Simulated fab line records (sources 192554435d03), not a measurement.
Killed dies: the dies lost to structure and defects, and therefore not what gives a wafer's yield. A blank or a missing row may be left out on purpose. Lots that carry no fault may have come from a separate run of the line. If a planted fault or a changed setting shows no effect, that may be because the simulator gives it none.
Matching of chambers :: flow n5Finfet :: N5_BEOL_M15_ETCH_57 on rieDiel-05 has 4 sister chambers
The step etches SOC in N2/H2, time 750 s. 4 wafers are shown with their chamber, then 7 later ones without.

WAFERS PAIRED WITH THEIR CHAMBERS
wafer: L084.6
chamber: 2
drypumpMotorCurrentA (A): 5.7

wafer: L089.3
chamber: 0
drypumpMotorCurrentA (A): 6.5

wafer: L087.1
chamber: 3
drypumpMotorCurrentA (A): 5.3

wafer: L087.3
chamber: 1
drypumpMotorCurrentA (A): 5.5

WAFERS WHOSE CHAMBER IS MISSING
wafer: L087.5
drypumpMotorCurrentA (A): 5.3

wafer: L093.1
drypumpMotorCurrentA (A): 5.3

wafer: L093.4
drypumpMotorCurrentA (A): 5.8

wafer: L093.5
drypumpMotorCurrentA (A): 5.6

wafer: L096.4
drypumpMotorCurrentA (A): 5.8

wafer: L096.5
drypumpMotorCurrentA (A): 5.3

wafer: L096.6
drypumpMotorCurrentA (A): 5.8

CHAMBER TAKEN BY EACH
wafer: L087.5
from the rows above: 3
in truth: 3

wafer: L093.1
from the rows above: 3
in truth: 3

wafer: L093.4
from the rows above: 2
in truth: 2

wafer: L093.5
from the rows above: can't be placed: 1 or 2
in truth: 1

wafer: L096.4
from the rows above: 2
in truth: 2

wafer: L096.5
from the rows above: 3
in truth: 3

wafer: L096.6
from the rows above: 2
in truth: 2
Correctly placed: 6 of 7. Can't be placed from these rows: 1 (the true chamber is among the candidates in 1). Placed wrongly: 0.
How it was worked out, from the rows above alone: a wafer's distance from a chamber is the root of the sum, over the readings, of the square of ((its reading less the chamber's mean) divided by the reading's scatter). If the next closest chamber is less than 2 further off than the closest, the wafer can't be placed; otherwise it belongs to the closest. For every chamber, the mean is computed from those of its wafers that are shown. The scatter: with one shown wafer a chamber, the root of the mean of the squares of how far each hidden wafer lies from its nearest shown one.
